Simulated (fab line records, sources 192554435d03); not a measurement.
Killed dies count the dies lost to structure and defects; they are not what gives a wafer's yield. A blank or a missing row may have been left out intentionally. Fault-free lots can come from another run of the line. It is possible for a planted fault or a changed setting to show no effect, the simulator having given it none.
fab line records | flow n5Finfet
record lots=7 | wafers=39
route steps=1938 shown WELL_APT@24 FIN_SAQP@115 DUMMY_GATE@237 SD_EPI_P@321 HKMG_FIN@419 MOL_CONTACT_COAG@532 PASSIVATION@1936
startH: start of the lot's first displayed wafer, in hours after the record's first day | waitH: hours from the lot's prior step to this one | " the same as in the row above | L1.1+2: a single row standing in for several wafers | - no value, or no start was given | * or withheld: withheld | < > ~ a bound
route shown NAME@n: names a module that has steps shown in the file, with the first one's number in the route | usual: mean/standard deviation taken from wafers without a fault | same: alike in all rows | chamber/n: place in a boat | sites: the reading at each site | _std_site: how widely they spread, as a standard deviation | _edge_site: outer sites' mean less inner sites' | radiusMm: for every site, how far away it sits from the centre of the wafer | mask NAME#n: copy n | behind: the most recent tool/chamber to have shaped the wafer | hold: reason for holding the lot/hours on hold/outcome of the hold | device: whichever transistor did not switch (one of n, p or np) | end of line: at the end of the route, the tests of the same wafers | a step with no rows: only its recipe | killed: not the wafer's yield, but the dies lost to structure and defects at the first sort | map: per-die view of a wafer (x killed, . not killed, _ where there is no die)
set.NAME: the setting as run; set.NAME@STEP: as run at that earlier step | model.NAME: the simulator's own value behind a step, which no gauge read
lots with deliberately changed settings; one table per step, one row per wafer
## steps
# step N5_WELL_APT_EXPOSE_05
# recipe maskId=NWELL | na=0.8 | sourceShape=conventional | sigmaOuter=0.8 | polarization=unpolarized | defocusNm=0 | targetCdNm=200 | doseMj=20.3
# step N5_FIN_SAQP_ETCH_51
# recipe chemistry=CF4 | target=SiARC | targetDepthA=455 | maskMaterial=CAR-ArF | timeS=75.8 | ionEnergyEv=80 | pressureMtorr=40 | sourceW=545 | biasW=36 | Ar_flow_sccm=100 | cf4FlowSccm=100 | ends=cleared
# step N5_DUMMY_GATE_ETCH_37
# recipe chemistry=N2/H2 | target=SOC | targetDepthA=600 | overetchA=300 | tempC=40 | ionEnergyEv=200 | pressureMtorr=30 | sourceW=840 | biasW=150 | n2FlowSccm=200 | h2FlowSccm=200
# step N5_DUMMY_GATE_ETCH_32
# recipe chemistry=CF4 | target=SiO2 | targetDepthA=35 | timeS=3.9 | ionEnergyEv=350 | pressureMtorr=10 | icpW=800 | biasW=400 | cf4FlowSccm=80
# step N5_DUMMY_GATE_ETCH_44
# recipe chemistry=HBr/O2 | overEtchFrac=0.7 | targetDepthA=1275 | stopOn=SiO2 | ionEnergyEv=60 | biasW=20 | target=poly-Si | maskMaterial=SiO2 | pressureMtorr=20 | icpW=400 | HBr_flow_sccm=120 | O2_flow_sccm=10
# step N5_SD_EPI_P_EPI_21
# recipe material=SiGe:B | dopant=B | tempC=550 | pressureTorr=20 | ambient=H2 | timeS=355
# step N5_HKMG_FIN_ALD_36
# recipe material=TiN | targetThkA=10 | tempC=400 | aldPrecursorFamily=TiCl4 | aldCoReactant=NH3 | pulseTimeS=1 | purgeTimeS=3 | coReactantPurgeTimeS=2 | coReactantPulseTimeS=2 | aldCycles=47 | pressureTorr=3
# step N5_MOL_CONTACT_COAG_ETCH_106
# recipe chemistry=N2/H2 | target=SOC | targetDepthA=800 | overetchA=160 | maskMaterial=SiARC | tempC=40 | timeS=120 | ionEnergyEv=200 | pressureMtorr=30 | sourceW=840 | biasW=150 | n2FlowSccm=200 | h2FlowSccm=200
# step N5_MOL_CONTACT_COAG_SPUTTER_130
# recipe material=Co | targetThkA=475 | tempC=25 | chamberPressurePa=0.5 | powerW=3000
# step N5_MOL_CONTACT_COAG_EXPOSE_37
# recipe maskId=VD | na=0.33 | sourceShape=annular | sigmaInner=0.3 | sigmaOuter=0.7 | polarization=unpolarized | defocusNm=0 | doseMj=62
# step N5_PASSIVATION_PROBE_49
# usual killedAtContacts=12/5.7 | killedDies=102/18 | sort_bin_6_memory=3.3/0.68 | sortNPass=1078/18
lot.wafer | tool      | chamber | startH | waitH | set.doseMj@WELL_APT_EXPOSE_05 | set.cf4FlowSccm@FIN_SAQP_ETCH_51 | set.sourceW@DUMMY_GATE_ETCH_37 | set.timeS@DUMMY_GATE_ETCH_32 | set.targetDepthA@DUMMY_GATE_ETCH_44 | set.epiGrowthTimeS@SD_EPI_P_EPI_21 | set.tempC@HKMG_FIN_ALD_36 | set.targetDepthA@MOL_CONTACT_COAG_ETCH_106 | set.powerW@MOL_CONTACT_COAG_SPUTTER_130 | set.doseMj@MOL_CONTACT_COAG_EXPOSE_37 | killedAtContacts | killedDies | sort_bin_6_memory[%] | sortNPass
L078.1    | prober-02 | -       | 277.17 | 0.0   | 20.3                          | 100                              | 840                            | 3.05                         | 1275                                | 355                                | 400                       | 800                                        | 3000                                    | 62                                    | 5                | 80         | 1.9                  | 1100
L078.2    | prober-02 | -       | 277.22 | 0.1   | 20.3                          | 100                              | 840                            | 3.9                          | 1275                                | 355                                | 400                       | 800                                        | 2728                                    | 58.18                                 | 118              | 184        | 5.2                  | 996
L078.3    | prober-02 | -       | 277.27 | 0.1   | 20.3                          | 100                              | 840                            | 3.9                          | 1275                                | 355                                | 400                       | 725                                        | 2728                                    | 62                                    | 14               | 87         | 2.5                  | 1093
L078.4    | prober-02 | -       | 277.32 | 0.2   | 20.3                          | 116.7                            | 840                            | 3.9                          | 1275                                | 355                                | 400                       | 725                                        | 3000                                    | 58.18                                 | 121              | 189        | 6.4                  | 991
L078.5    | prober-02 | -       | 277.37 | 0.2   | 20.3                          | 116.7                            | 840                            | 3.05                         | 1275                                | 355                                | 400                       | 725                                        | 3000                                    | 62                                    | 6                | 62         | 2.0                  | 1118
L078.6    | prober-02 | -       | 277.42 | 0.3   | 20.3                          | 116.7                            | 840                            | 3.05                         | 1275                                | 355                                | 400                       | 800                                        | 2728                                    | 58.18                                 | 120              | 177        | 5.7                  | 1003
L076.1    | prober-01 | -       | 279.54 | 0.4   | 18.93                         | 100                              | 840                            | 3.201                        | 1275                                | 355                                | 405                       | 875.5                                      | 2686                                    | 62                                    | 16               | 122        | 3.2                  | 1058
L076.2    | prober-01 | -       | 279.59 | 0.5   | 18.93                         | 85.87                            | 840                            | 3.201                        | 1330                                | 324.5                              | 405                       | 800                                        | 3000                                    | 62                                    | 22               | 129        | 4.3                  | 1051
L076.3    | prober-01 | -       | 279.64 | 0.5   | 20.3                          | 100                              | 840                            | 3.9                          | 1330                                | 324.5                              | 405                       | 875.5                                      | 2686                                    | 62                                    | 24               | 154        | 4.7                  | 1026
L076.4    | prober-01 | -       | 279.69 | 0.6   | 20.3                          | 85.87                            | 840                            | 3.201                        | 1330                                | 355                                | 400                       | 800                                        | 2686                                    | 62                                    | 22               | 119        | 4.4                  | 1061
L076.5    | prober-01 | -       | 279.74 | 0.6   | 20.3                          | 85.87                            | 840                            | 3.9                          | 1275                                | 324.5                              | 400                       | 875.5                                      | 3000                                    | 62                                    | 14               | 112        | 3.1                  | 1068
L076.6    | prober-01 | -       | 279.79 | 0.7   | 18.93                         | 100                              | 840                            | 3.9                          | 1275                                | 355                                | 400                       | 800                                        | 3000                                    | 62                                    | 9                | 116        | 3.3                  | 1064
L083.1    | prober-02 | -       | 312.34 | 0.0   | 20.95                         | 100                              | 840                            | 4.395                        | 1275                                | 384.5                              | 400                       | 800                                        | 3214                                    | 57.43                                 | 211              | 289        | 9.8                  | 891
L083.2    | prober-02 | -       | 312.39 | 0.1   | 20.95                         | 117.5                            | 761.6                          | 4.395                        | 1275                                | 384.5                              | 400                       | 800                                        | 3000                                    | 62                                    | 4                | 79         | 2.3                  | 1101
L083.3    | prober-02 | -       | 312.44 | 0.1   | 20.3                          | 117.5                            | 840                            | 3.9                          | 1275                                | 355                                | 400                       | 800                                        | 3214                                    | 57.43                                 | 243              | 365        | 11.0                 | 815
L083.4    | prober-02 | -       | 312.49 | 0.2   | 20.3                          | 100                              | 840                            | 3.9                          | 1275                                | 384.5                              | 412.1                     | 800                                        | 3000                                    | 62                                    | 5                | 88         | 3.0                  | 1092
L083.5    | prober-02 | -       | 312.54 | 0.2   | 20.3                          | 100                              | 761.6                          | 4.395                        | 1275                                | 355                                | 412.1                     | 800                                        | 3214                                    | 62                                    | 6                | 74         | 3.1                  | 1106
L083.6    | prober-02 | -       | 312.59 | 0.3   | 20.95                         | 117.5                            | 761.6                          | 3.9                          | 1275                                | 355                                | 412.1                     | 800                                        | 3000                                    | 57.43                                 | 222              | 296        | 9.7                  | 884
L090.1    | prober-02 | -       | 358.48 | 0.0   | 20.3                          | 100                              | 797.2                          | 3.9                          | 1327                                | 332                                | 400                       | 800                                        | 3000                                    | 58.2                                  | 114              | 211        | 6.7                  | 969
L090.2    | prober-02 | -       | 358.53 | 0.1   | 21.68                         | 100                              | 840                            | 3.9                          | 1275                                | 332                                | 381                       | 800                                        | 3283                                    | 62                                    | 8                | 105        | 3.3                  | 1075
L090.3    | prober-02 | -       | 358.58 | 0.1   | 21.68                         | 76.82                            | 797.2                          | 4.677                        | 1327                                | 355                                | 381                       | 900.4                                      | 3000                                    | 58.2                                  | 109              | 200        | 6.2                  | 980
L090.4    | prober-02 | -       | 358.63 | 0.2   | 21.68                         | 76.82                            | 797.2                          | 3.9                          | 1275                                | 355                                | 381                       | 900.4                                      | 3000                                    | 62                                    | 6                | 73         | 2.3                  | 1107
L090.5    | prober-02 | -       | 358.68 | 0.2   | 20.3                          | 76.82                            | 840                            | 4.677                        | 1275                                | 332                                | 400                       | 900.4                                      | 3283                                    | 58.2                                  | 113              | 186        | 5.8                  | 994
L090.6    | prober-02 | -       | 358.73 | 0.3   | 20.3                          | 100                              | 840                            | 4.677                        | 1327                                | 355                                | 400                       | 800                                        | 3283                                    | 62                                    | 6                | 114        | 4.1                  | 1066
L091.1    | prober-02 | -       | 370.04 | 0.0   | 19.13                         | 100                              | 840                            | 3.664                        | 1275                                | 355                                | 400                       | 706                                        | 3000                                    | 62                                    | 14               | 121        | 4.3                  | 1059
L091.2    | prober-02 | -       | 370.09 | 0.1   | 19.13                         | 81.56                            | 840                            | 3.9                          | 1275                                | 369.6                              | 400                       | 800                                        | 3347                                    | 62                                    | 6                | 87         | 2.4                  | 1093
L091.3    | prober-02 | -       | 370.14 | 0.1   | 20.3                          | 100                              | 840                            | 3.9                          | 1275                                | 355                                | 416.4                     | 706                                        | 3000                                    | 62                                    | 23               | 98         | 3.6                  | 1082
L091.4    | prober-02 | -       | 370.19 | 0.2   | 20.3                          | 100                              | 840                            | 3.664                        | 1177                                | 369.6                              | 400                       | 800                                        | 3000                                    | 62                                    | 3                | 106        | 3.6                  | 1074
L091.5    | prober-02 | -       | 370.24 | 0.2   | 20.3                          | 81.56                            | 840                            | 3.664                        | 1177                                | 355                                | 416.4                     | 800                                        | 3347                                    | 62                                    | 7                | 111        | 4.2                  | 1069
L091.6    | prober-02 | -       | 370.29 | 0.3   | 19.13                         | 81.56                            | 840                            | 3.9                          | 1177                                | 369.6                              | 416.4                     | 706                                        | 3347                                    | 62                                    | 14               | 85         | 2.3                  | 1095
L093.1    | prober-02 | -       | 383.18 | 0.0   | 20.3                          | 100                              | 991.2                          | 3.458                        | 1349                                | 355                                | 400                       | 757.1                                      | 2451                                    | 65.89                                 | 17               | 112        | 3.4                  | 1068
L093.2    | prober-02 | -       | 383.23 | 0.1   | 20.3                          | 100                              | 840                            | 3.9                          | 1275                                | 355                                | 384.2                     | 757.1                                      | 2451                                    | 62                                    | 16               | 106        | 3.6                  | 1074
L093.3    | prober-02 | -       | 383.28 | 0.1   | 20.3                          | 100                              | 991.2                          | 3.9                          | 1349                                | 355                                | 384.2                     | 800                                        | 3000                                    | 65.89                                 | 19               | 83         | 2.9                  | 1097
L093.4    | prober-02 | -       | 383.33 | 0.2   | 20.3                          | 100                              | 991.2                          | 3.9                          | 1275                                | 355                                | 400                       | 800                                        | 2451                                    | 62                                    | 22               | 97         | 3.3                  | 1083
L093.5    | prober-02 | -       | 383.38 | 0.2   | 20.3                          | 100                              | 840                            | 3.458                        | 1275                                | 355                                | 400                       | 800                                        | 3000                                    | 65.89                                 | 13               | 86         | 2.7                  | 1094
L093.6    | prober-02 | -       | 383.43 | 0.3   | 20.3                          | 100                              | 840                            | 3.458                        | 1349                                | 355                                | 384.2                     | 757.1                                      | 3000                                    | 62                                    | 23               | 128        | 4.1                  | 1052
L097.1    | prober-02 | -       | 408.19 | 0.0   | 20.3                          | 100                              | 840                            | 3.9                          | 1275                                | 355                                | 400                       | 800                                        | 3000                                    | 62                                    | 9                | 90         | 2.8                  | 1090
L097.4    | prober-02 | -       | 408.34 | 0.2   | 20.3                          | 100                              | 840                            | 3.9                          | 1275                                | 355                                | 400                       | 800                                        | 3000                                    | 62                                    | 14               | 110        | 3.3                  | 1070
L097.5    | prober-02 | -       | 408.39 | 0.2   | 20.3                          | 100                              | 840                            | 3.9                          | 1275                                | 355                                | 400                       | 800                                        | 3000                                    | 62                                    | 9                | 111        | 3.6                  | 1069
# killed by level:class
L078.1 FIN_SAQP:geometricParticle:open=12 STI_FIN_REVEAL:geometricParticle:open=5 DUMMY_GATE:geometricParticle:open=5 MOL_CONTACT_COAG:geometricParticle:open=4 BEOL_M0_SAQP:geometricParticle:open=4 BEOL_M0_SAQP:geometricParticle:short=4 STARTING-WAFER:geometricParticle:open=4 FIN_SAQP:geometricParticle:short=3
L078.2 MOL_CONTACT_COAG:areaExpose=110 BEOL_M2:geometricParticle:open=10 DUMMY_GATE:geometricParticle:open=5 MOL_CONTACT_COAG:geometricParticle:open=5 BEOL_M2:geometricParticle:short=5 BEOL_M1:geometricParticle:open=4 BEOL_M4:geometricParticle:open=4 STARTING-WAFER:geometricParticle:open=4
L078.3 MOL_CONTACT_COAG:geometricParticle:open=11 BEOL_M0_SAQP:geometricParticle:open=9 STI_FIN_REVEAL:geometricParticle:open=6 BEOL_M2:geometricParticle:open=6 BEOL_M0:geometricParticle:open=4 BEOL_M3:geometricParticle:open=4 BEOL_M5:geometricParticle:short=4 FIN_SAQP:geometricParticle:open=3
L078.4 MOL_CONTACT_COAG:areaExpose=109 MOL_CONTACT_COAG:geometricParticle:open=11 FIN_SAQP:geometricParticle:short=8 BEOL_M2:geometricParticle:open=8 FIN_SAQP:geometricParticle:open=7 BEOL_M0_SAQP:geometricParticle:short=6 BEOL_M0_SAQP:geometricParticle:open=5 STI_FIN_REVEAL:geometricParticle:open=4
L078.5 FIN_SAQP:geometricParticle:open=9 BEOL_M4:geometricParticle:open=7 FIN_SAQP:geometricParticle:short=4 STARTING-WAFER:geometricParticle:open=4 BEOL_M3:geometricParticle:open=4 STI_FIN_REVEAL:geometricParticle:open=3 GATE_CUT:geometricParticle:short=3 MOL_CONTACT_COAG:geometricParticle:open=3
L078.6 MOL_CONTACT_COAG:areaExpose=110 MOL_CONTACT_COAG:geometricParticle:open=6 BEOL_M2:geometricParticle:open=5 FIN_SAQP:geometricParticle:short=4 MOL_CONTACT_COAG:geometricParticle:short=4 FIN_SAQP:geometricParticle:open=3 BEOL_M0_SAQP:geometricParticle:short=3 BEOL_M0_SAQP:geometricParticle:open=3
L076.1 MOL_CONTACT_COAG:geometricParticle:open=13 FIN_SAQP:geometricParticle:short=11 STI_FIN_REVEAL:geometricParticle:open=10 BEOL_M1:geometricParticle:open=10 BEOL_M0_SAQP:geometricParticle:open=10 BEOL_M0_SAQP:geometricParticle:short=9 BEOL_M4:geometricParticle:open=7 BEOL_M1:geometricParticle:short=7
L076.2 FIN_SAQP:geometricParticle:short=19 MOL_CONTACT_COAG:geometricParticle:open=19 STI_FIN_REVEAL:geometricParticle:open=14 BEOL_M0_SAQP:geometricParticle:open=11 BEOL_M1:geometricParticle:open=10 BEOL_M4:geometricParticle:open=7 BEOL_M0_SAQP:geometricParticle:short=5 BEOL_M3:geometricParticle:open=5
L076.3 MOL_CONTACT_COAG:geometricParticle:open=20 BEOL_M0_SAQP:geometricParticle:open=17 BEOL_M1:geometricParticle:open=17 STI_FIN_REVEAL:geometricParticle:open=16 BEOL_M0_SAQP:geometricParticle:short=12 FIN_SAQP:geometricParticle:short=7 BEOL_M2:geometricParticle:open=6 BEOL_M3:geometricParticle:open=6
L076.4 MOL_CONTACT_COAG:geometricParticle:open=20 BEOL_M0_SAQP:geometricParticle:short=14 BEOL_M0_SAQP:geometricParticle:open=14 STI_FIN_REVEAL:geometricParticle:open=13 DUMMY_GATE:geometricParticle:open=6 STI_FIN_REVEAL:geometricParticle:short=5 GATE_CUT:geometricParticle:open=4 BEOL_M1:geometricParticle:open=4
L076.5 BEOL_M0_SAQP:geometricParticle:short=16 BEOL_M0_SAQP:geometricParticle:open=14 BEOL_M1:geometricParticle:open=13 MOL_CONTACT_COAG:geometricParticle:open=12 FIN_SAQP:geometricParticle:open=5 STI_FIN_REVEAL:geometricParticle:open=5 DUMMY_GATE:geometricParticle:open=4 FIN_SAQP:geometricParticle:short=3
L076.6 STI_FIN_REVEAL:geometricParticle:open=18 FIN_SAQP:geometricParticle:open=8 BEOL_M4:geometricParticle:open=8 MOL_CONTACT_COAG:geometricParticle:open=7 BEOL_M3:geometricParticle:open=7 FIN_SAQP:geometricParticle:short=6 DUMMY_GATE:geometricParticle:open=6 GATE_CUT:geometricParticle:short=5
L083.1 MOL_CONTACT_COAG:areaExpose=201 STI_FIN_REVEAL:geometricParticle:open=9 BEOL_M0_SAQP:geometricParticle:short=9 BEOL_M4:geometricParticle:open=8 MOL_CONTACT_COAG:geometricParticle:open=7 BEOL_M3:geometricParticle:open=5 BEOL_M0_SAQP:geometricParticle:open=5 STI_FIN_REVEAL:geometricParticle:short=4
L083.2 BEOL_M0_SAQP:geometricParticle:short=11 STI_FIN_REVEAL:geometricParticle:open=7 BEOL_M0_SAQP:geometricParticle:open=5 FIN_SAQP:geometricParticle:short=4 FIN_CUT:geometricParticle:short=4 BEOL_M2:geometricParticle:open=4 FIN_CUT:geometricParticle:open=3 BEOL_M3:geometricParticle:open=3
L083.3 MOL_CONTACT_COAG:areaExpose=231 BEOL_M0_SAQP:geometricParticle:open=28 BEOL_M0_SAQP:geometricParticle:short=18 MOL_CONTACT_COAG:geometricParticle:open=12 STI_FIN_REVEAL:geometricParticle:open=10 BEOL_M3:geometricParticle:open=7 BEOL_M4:geometricParticle:open=7 BEOL_M2:geometricParticle:open=5
L083.4 BEOL_M0_SAQP:geometricParticle:open=11 BEOL_M0_SAQP:geometricParticle:short=11 BEOL_M2:geometricParticle:open=11 STI_FIN_REVEAL:geometricParticle:open=6 BEOL_M3:geometricParticle:open=6 DUMMY_GATE:geometricParticle:open=5 MOL_CONTACT_COAG:geometricParticle:open=5 FIN_SAQP:geometricParticle:open=4
L083.5 BEOL_M0_SAQP:geometricParticle:short=12 BEOL_M0_SAQP:geometricParticle:open=11 DUMMY_GATE:geometricParticle:open=7 MOL_CONTACT_COAG:geometricParticle:open=5 BEOL_M1:geometricParticle:open=5 BEOL_M5:geometricParticle:short=4 STI_FIN_REVEAL:geometricParticle:short=3 BEOL_M0:geometricParticle:open=3
L083.6 MOL_CONTACT_COAG:areaExpose=203 MOL_CONTACT_COAG:geometricParticle:open=17 BEOL_M0_SAQP:geometricParticle:short=14 BEOL_M0_SAQP:geometricParticle:open=10 DUMMY_GATE:geometricParticle:open=5 STI_FIN_REVEAL:geometricParticle:open=5 BEOL_M0:geometricParticle:open=4 BEOL_M1:geometricParticle:open=4
L090.1 MOL_CONTACT_COAG:areaExpose=102 MOL_CONTACT_COAG:geometricParticle:open=9 BEOL_M3:geometricParticle:open=9 BEOL_M2:geometricParticle:open=8 GATE_CUT:geometricParticle:open=7 BEOL_M0_SAQP:geometricParticle:short=7 GATE_CUT:geometricParticle:short=6 BEOL_M4:geometricParticle:open=6
L090.2 BEOL_M2:geometricParticle:open=11 BEOL_M3:geometricParticle:open=9 FIN_SAQP:geometricParticle:short=8 BEOL_M0_SAQP:geometricParticle:short=8 FIN_SAQP:geometricParticle:open=7 BEOL_M3:geometricParticle:short=7 BEOL_M0_SAQP:geometricParticle:open=6 BEOL_M4:geometricParticle:open=6
L090.3 MOL_CONTACT_COAG:areaExpose=104 BEOL_M0_SAQP:geometricParticle:open=16 BEOL_M3:geometricParticle:open=10 BEOL_M1:geometricParticle:open=8 BEOL_M2:geometricParticle:open=8 FIN_SAQP:geometricParticle:short=7 BEOL_M0_SAQP:geometricParticle:short=7 FIN_SAQP:geometricParticle:open=5
L090.4 BEOL_M1:geometricParticle:open=13 BEOL_M0_SAQP:geometricParticle:open=9 BEOL_M3:geometricParticle:open=7 STI_FIN_REVEAL:geometricParticle:open=6 BEOL_M4:geometricParticle:open=6 MOL_CONTACT_COAG:geometricParticle:open=4 GATE_CUT:geometricParticle:open=3 GATE_CUT:geometricParticle:short=3
L090.5 MOL_CONTACT_COAG:areaExpose=103 MOL_CONTACT_COAG:geometricParticle:open=7 BEOL_M0_SAQP:geometricParticle:open=7 BEOL_M3:geometricParticle:open=7 BEOL_M4:geometricParticle:open=6 STARTING-WAFER:geometricParticle:short=6 BEOL_M0_SAQP:geometricParticle:short=5 STI_FIN_REVEAL:geometricParticle:open=4
L090.6 BEOL_M3:geometricParticle:open=15 GATE_CUT:geometricParticle:short=10 BEOL_M1:geometricParticle:open=7 GATE_CUT:geometricParticle:open=7 FIN_SAQP:geometricParticle:open=6 STI_FIN_REVEAL:geometricParticle:open=6 MOL_CONTACT_COAG:geometricParticle:open=5 BEOL_M0_SAQP:geometricParticle:open=5
L091.1 FIN_SAQP:geometricParticle:open=16 BEOL_M0_SAQP:geometricParticle:short=16 STI_FIN_REVEAL:geometricParticle:open=11 FIN_SAQP:geometricParticle:short=10 MOL_CONTACT_COAG:geometricParticle:open=10 BEOL_M0_SAQP:geometricParticle:open=10 GATE_CUT:geometricParticle:short=5 BEOL_M0:geometricParticle:short=5
L091.2 STI_FIN_REVEAL:geometricParticle:open=10 GATE_CUT:geometricParticle:open=9 BEOL_M1:geometricParticle:open=9 BEOL_M0_SAQP:geometricParticle:short=5 FIN_SAQP:geometricParticle:open=4 MOL_CONTACT_COAG:geometricParticle:open=4 BEOL_M1:geometricParticle:short=4 BEOL_M4:geometricParticle:open=4
L091.3 MOL_CONTACT_COAG:geometricParticle:open=21 FIN_SAQP:geometricParticle:open=14 BEOL_M0_SAQP:geometricParticle:open=9 BEOL_M0_SAQP:geometricParticle:short=6 BEOL_M4:geometricParticle:open=6 FIN_SAQP:geometricParticle:short=4 BEOL_M2:geometricParticle:open=4 BEOL_M3:geometricParticle:open=4
L091.4 FIN_SAQP:geometricParticle:short=10 FIN_SAQP:geometricParticle:open=10 STI_FIN_REVEAL:geometricParticle:open=10 BEOL_M0_SAQP:geometricParticle:short=9 BEOL_M0_SAQP:geometricParticle:open=7 BEOL_M1:geometricParticle:open=7 BEOL_M4:geometricParticle:open=6 BEOL_M2:geometricParticle:open=5
L091.5 FIN_SAQP:geometricParticle:open=15 STI_FIN_REVEAL:geometricParticle:open=11 FIN_SAQP:geometricParticle:short=8 BEOL_M0_SAQP:geometricParticle:short=8 MOL_CONTACT_COAG:geometricParticle:open=7 STI_FIN_REVEAL:geometricParticle:short=7 BEOL_M1:geometricParticle:open=6 GATE_CUT:geometricParticle:short=5
L091.6 BEOL_M4:geometricParticle:open=11 STI_FIN_REVEAL:geometricParticle:open=10 MOL_CONTACT_COAG:geometricParticle:open=10 FIN_SAQP:geometricParticle:short=5 BEOL_M0_SAQP:geometricParticle:short=5 BEOL_M1:geometricParticle:open=5 MOL_CONTACT_COAG:geometricParticle:short=4 BEOL_M0_SAQP:geometricParticle:open=4
L093.1 FIN_SAQP:geometricParticle:open=13 MOL_CONTACT_COAG:geometricParticle:open=12 BEOL_M0_SAQP:geometricParticle:short=11 BEOL_M0_SAQP:geometricParticle:open=10 DUMMY_GATE:geometricParticle:open=7 HKMG_FIN:areaEtch=7 FIN_SAQP:geometricParticle:short=6 MOL_CONTACT_COAG:geometricParticle:short=5
L093.2 MOL_CONTACT_COAG:geometricParticle:open=11 BEOL_M5:geometricParticle:open=10 FIN_SAQP:geometricParticle:short=8 BEOL_M0_SAQP:geometricParticle:open=8 BEOL_M0_SAQP:geometricParticle:short=8 BEOL_M1:geometricParticle:open=8 BEOL_M2:geometricParticle:open=6 FIN_SAQP:geometricParticle:open=5
L093.3 MOL_CONTACT_COAG:geometricParticle:open=15 BEOL_M0_SAQP:geometricParticle:short=8 BEOL_M4:geometricParticle:open=6 BEOL_M3:geometricParticle:open=6 FIN_SAQP:geometricParticle:short=4 MOL_CONTACT_COAG:geometricParticle:short=4 BEOL_M0_SAQP:geometricParticle:open=4 BEOL_M1:geometricParticle:open=4
L093.4 MOL_CONTACT_COAG:geometricParticle:open=18 BEOL_M0_SAQP:geometricParticle:short=14 DUMMY_GATE:geometricParticle:open=9 BEOL_M0_SAQP:geometricParticle:open=7 BEOL_M3:geometricParticle:open=7 FIN_SAQP:geometricParticle:short=6 MOL_CONTACT_COAG:geometricParticle:short=4 BEOL_M5:geometricParticle:open=4
L093.5 MOL_CONTACT_COAG:geometricParticle:open=10 FIN_SAQP:geometricParticle:short=9 BEOL_M0_SAQP:geometricParticle:short=7 BEOL_M0_SAQP:geometricParticle:open=6 BEOL_M1:geometricParticle:open=6 DUMMY_GATE:geometricParticle:open=5 STI_FIN_REVEAL:geometricParticle:open=3 GATE_CUT:geometricParticle:short=3
L093.6 MOL_CONTACT_COAG:geometricParticle:open=18 BEOL_M0_SAQP:geometricParticle:short=15 BEOL_M0_SAQP:geometricParticle:open=11 GATE_CUT:geometricParticle:open=10 HKMG_FIN:areaEtch=7 DUMMY_GATE:geometricParticle:open=5 GATE_CUT:geometricParticle:short=5 MOL_CONTACT_COAG:geometricParticle:short=5
L097.1 MOL_CONTACT_COAG:geometricParticle:open=8 BEOL_M0_SAQP:geometricParticle:short=8 FIN_SAQP:geometricParticle:short=7 FIN_SAQP:geometricParticle:open=7 BEOL_M1:geometricParticle:open=5 BEOL_M0_SAQP:geometricParticle:open=5 STARTING-WAFER:geometricParticle:open=5 BEOL_M3:geometricParticle:open=4
L097.4 BEOL_M2:geometricParticle:open=10 BEOL_M3:geometricParticle:open=10 MOL_CONTACT_COAG:geometricParticle:open=9 BEOL_M0_SAQP:geometricParticle:short=8 BEOL_M4:geometricParticle:open=8 FIN_SAQP:geometricParticle:open=7 DUMMY_GATE:geometricParticle:open=5 GATE_CUT:geometricParticle:open=5
L097.5 FIN_SAQP:geometricParticle:short=14 FIN_SAQP:geometricParticle:open=10 STI_FIN_REVEAL:geometricParticle:open=10 MOL_CONTACT_COAG:geometricParticle:open=7 DUMMY_GATE:geometricParticle:open=6 GATE_CUT:geometricParticle:short=6 BEOL_M4:geometricParticle:short=5 STARTING-WAFER:geometricParticle:short=5
## key
split step=N5_WELL_APT_EXPOSE_05 | setting=doseMj | statedAs=20.3
response none clear
split step=N5_FIN_SAQP_ETCH_51 | setting=cf4FlowSccm | statedAs=100
response none clear
split step=N5_DUMMY_GATE_ETCH_37 | setting=sourceW | statedAs=840
response none clear
split step=N5_DUMMY_GATE_ETCH_32 | setting=timeS | statedAs=3.9
response none clear
split step=N5_DUMMY_GATE_ETCH_44 | setting=targetDepthA | statedAs=1275
response none clear
split step=N5_SD_EPI_P_EPI_21 | setting=epiGrowthTimeS | statedAs=355
response none clear
split step=N5_HKMG_FIN_ALD_36 | setting=tempC | statedAs=400
response none clear
split step=N5_MOL_CONTACT_COAG_ETCH_106 | setting=targetDepthA | statedAs=800
response none clear
split step=N5_MOL_CONTACT_COAG_SPUTTER_130 | setting=powerW | statedAs=3000
response none clear
split step=N5_MOL_CONTACT_COAG_EXPOSE_37 | setting=doseMj | statedAs=62
response step=N5_PASSIVATION_PROBE_49 | reading=killedAtContacts | slope=-18.7 | per=1% | togetherWith=all | explained=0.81
response step=N5_PASSIVATION_PROBE_49 | reading=sort_bin_6_memory | slope=-0.627 | per=1% | togetherWith=all | explained=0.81
response step=N5_PASSIVATION_PROBE_49 | reading=killedDies | slope=-19.3 | per=1% | togetherWith=all | explained=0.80
response step=N5_PASSIVATION_PROBE_49 | reading=sortNPass | slope=+19.3 | per=1% | togetherWith=all | explained=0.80
